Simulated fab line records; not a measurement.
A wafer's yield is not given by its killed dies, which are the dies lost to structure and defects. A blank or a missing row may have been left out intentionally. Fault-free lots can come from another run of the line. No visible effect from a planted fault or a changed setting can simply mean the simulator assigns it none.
Matching of chambers + flow n5Finfet + rieDiel-01 running N5_HKMG_FIN_ETCH_35: 4 sister chambers
The step etches SOC in N2/H2, target depth 215.8 nm, time 243.4 s. 4 wafers are shown with their chamber, then 8 later ones without.

== WAFERS WITH THEIR CHAMBER ==
| wafer  | chamber | showerheadPlenumPTorr (Torr) |
|--------|---------|------------------------------|
| L085.1 | 2       | 2.57                         |
| L086.1 | 3       | 2.64                         |
| L086.6 | 0       | 2.47                         |
| L088.2 | 1       | 2.54                         |

== WAFERS WITHOUT THEIR CHAMBER ==
| wafer  | showerheadPlenumPTorr (Torr) |
|--------|------------------------------|
| L088.5 | 2.54                         |
| L088.6 | 2.57                         |
| L091.2 | 2.56                         |
| L091.4 | 2.63                         |
| L091.6 | 2.54                         |
| L092.2 | 2.46                         |
| L092.4 | 2.56                         |
| L092.6 | 2.56                         |

== WHICH CHAMBER EACH WENT THROUGH ==
| wafer  | from the rows above     | in truth |
|--------|-------------------------|----------|
| L088.5 | 1                       | 1        |
| L088.6 | 2                       | 2        |
| L091.2 | can't be placed: 2 or 1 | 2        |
| L091.4 | 3                       | 3        |
| L091.6 | 1                       | 1        |
| L092.2 | 0                       | 0        |
| L092.4 | can't be placed: 2 or 1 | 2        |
| L092.6 | can't be placed: 2 or 1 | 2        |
5 of 8 placed correctly. Unplaceable from these rows: 3, with the true chamber sitting among the candidates in 3. 0 placed wrongly.
How it was worked out, from the rows above alone: a wafer's distance from a chamber is the root of the sum, over the readings, of the square of ((its reading less the chamber's mean) divided by the reading's scatter). If the next closest chamber is less than 2 further off than the closest, the wafer can't be placed; otherwise it belongs to the closest. Each chamber's mean is taken over the wafers shown for it. The scatter: root of mean squared gap, hidden wafer to nearest shown wafer, with one shown wafer a chamber.
